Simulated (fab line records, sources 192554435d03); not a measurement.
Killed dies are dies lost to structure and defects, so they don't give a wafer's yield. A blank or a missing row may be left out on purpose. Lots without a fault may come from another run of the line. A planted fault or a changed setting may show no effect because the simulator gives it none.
Split-lot experiment | flow n5_finfet | 7 lots, 39 wafers read, on a route of 1938 steps

THE SPLIT
At N5_MOL_CONTACT_COAG_ALD_27 (deposits SiOC, target thk 17 nm, pulse time 1.5 s, time 2720 s), the setting ald_cycles was moved away from the recipe's 340 on 18 of the 39 wafers read, by -57.1% to +53.8%. The other wafers ran this setting at the recipe's value.

The reading is taken at the split's own step.

THE READING
SiOC_of_MOL_CONTACT_COAG_ALD_27.thk_nm (the simulator's own value, which no gauge read), in nm, at N5_MOL_CONTACT_COAG_ALD_27 (deposits SiOC, target thk 17 nm, pulse time 1.5 s, time 2720 s). The file gives no usual value for it. The 21 wafers here that ran the recipe average 17.0 nm, standard deviation 0.062 nm.

wafer  | tool, chamber at the split | ald_cycles as run | against the recipe | SiOC_of_MOL_CONTACT_COAG_ALD_27.thk_nm, nm | against lot-mates on the recipe
L078.1 | ald_sin-04, 1,2,3          | 340               | recipe             | 17                                         | -
L078.3 | ald_sin-04, 1,2,3          | 340               | recipe             | 17                                         | -
L078.4 | ald_sin-04, 1,2,3          | 340               | recipe             | 17                                         | -
L078.2 | ald_sin-04, 0,2            | 240               | -29.4%             | 12                                         | -5.0
L078.5 | ald_sin-04, 0,2            | 240               | -29.4%             | 12                                         | -5.0
L078.6 | ald_sin-04, 3              | 240               | -29.4%             | 12.2                                       | -4.8
L079.1 | ald_sin-02, 1,2,2          | 340               | recipe             | 17                                         | -
L079.2 | ald_sin-02, 1,2,2          | 340               | recipe             | 17                                         | -
L079.5 | ald_sin-02, 1,2,2          | 340               | recipe             | 17                                         | -
L079.3 | ald_sin-02, 0,3            | 441               | +29.7%             | 22                                         | +5.0
L079.4 | ald_sin-02, 0,3            | 441               | +29.7%             | 22                                         | +5.0
L079.6 | ald_sin-02, 3              | 441               | +29.7%             | 22.2                                       | +5.2
L085.1 | ald_sin-01, 2,3,2          | 523               | +53.8%             | 26.2                                       | +9.2
L085.5 | ald_sin-01, 2,3,2          | 523               | +53.8%             | 26.2                                       | +9.2
L085.6 | ald_sin-01, 2,3,2          | 523               | +53.8%             | 26.2                                       | +9.2
L085.2 | ald_sin-01, 1,0,3          | 340               | recipe             | 17                                         | -
L085.3 | ald_sin-01, 1,0,3          | 340               | recipe             | 17                                         | -
L085.4 | ald_sin-01, 1,0,3          | 340               | recipe             | 17                                         | -
L087.1 | ald_sin-02, 1,0,2          | 340               | recipe             | 17                                         | -
L087.3 | ald_sin-02, 1,0,2          | 340               | recipe             | 17                                         | -
L087.4 | ald_sin-02, 1,0,2          | 340               | recipe             | 17                                         | -
L087.2 | ald_sin-02, 3              | 271               | -20.3%             | 13.6                                       | -3.4
L087.5 | ald_sin-02, 3              | 271               | -20.3%             | 13.6                                       | -3.4
L087.6 | ald_sin-02, 0              | 271               | -20.3%             | 13.4                                       | -3.6
L088.1 | ald_sin-01, 1              | 340               | recipe             | 17.2                                       | -
L088.2 | ald_sin-01, 0,2            | 340               | recipe             | 17                                         | -
L088.6 | ald_sin-01, 0,2            | 340               | recipe             | 17                                         | -
L088.3 | ald_sin-01, 2,0,1          | 146               | -57.1%             | 7.4                                        | -9.7
L088.4 | ald_sin-01, 2,0,1          | 146               | -57.1%             | 7.4                                        | -9.7
L088.5 | ald_sin-01, 2,0,1          | 146               | -57.1%             | 7.4                                        | -9.7
L095.2 | ald_sin-02, 0,2,3          | 340               | recipe             | 17                                         | -
L095.3 | ald_sin-02, 0,2,3          | 340               | recipe             | 17                                         | -
L095.4 | ald_sin-02, 0,2,3          | 340               | recipe             | 17                                         | -
L097.1 | ald_sin-04, 3              | 340               | recipe             | 16.8                                       | -
L097.2 | ald_sin-04, 0,1            | 340               | recipe             | 17                                         | -
L097.4 | ald_sin-04, 0,1            | 340               | recipe             | 17                                         | -
L097.3 | ald_sin-04, 2              | 247               | -27.4%             | 12.2                                       | -4.7
L097.5 | ald_sin-04, 0,1            | 247               | -27.4%             | 12.4                                       | -4.5
L097.6 | ald_sin-04, 0,1            | 247               | -27.4%             | 12.4                                       | -4.5
Where a row lists several chambers, the file gives one row for several wafers and doesn't say which wafer went through which chamber.

THE FIT
A straight line over all 39 wafers: SiOC_of_MOL_CONTACT_COAG_ALD_27.thk_nm changes by +0.17 nm for each +1% of ald_cycles; r = +1.00; the points scatter about the line by 0.078 nm.
The same after taking each lot's own level away (the mean of its wafers on the recipe; 39 wafers): +0.17 nm for each +1%; r = +1.00; scatter 0.07 nm.
On that fit, the largest move of ald_cycles shifts the reading by 9.7 nm.
The lots' own levels span 16.93 to 17.07 nm, that is 2.2 times the standard deviation above.
So the lot-to-lot level changes the slope little: the two slopes agree.
Check: with one of the wafers moved furthest among these (-57.1%) left out of the fit, the line predicts -9.68 nm for it against its lot-mates. It came out at -9.67 nm against them.

OTHER SPLITS ON THESE WAFERS
These wafers also went through other splits before the reading. Each is held against what the fit with the lots' levels taken away leaves over:
other split on the same wafers        | wafers away from the commonest value | r with SiOC_of_MOL_CONTACT_COAG_ALD_27.thk_nm (lot level and that fit taken away)
N5_FIN_SAQP_PECVD_06 time_s           | 15                                   | -0.23
N5_FIN_SAQP_SPACER1_ALD_24 ald_cycles | 15                                   | +0.04
N5_SD_EPI_P_EPI_21 time_s             | 12                                   | +0.04
N5_GATE_CUT_ALD_22 ald_cycles         | 15                                   | +0.16

THE FILE'S OWN FIT
SiOC_of_MOL_CONTACT_COAG_ALD_27.thk_nm changes by +0.17 nm for each +1% of ald_cycles, r = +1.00.
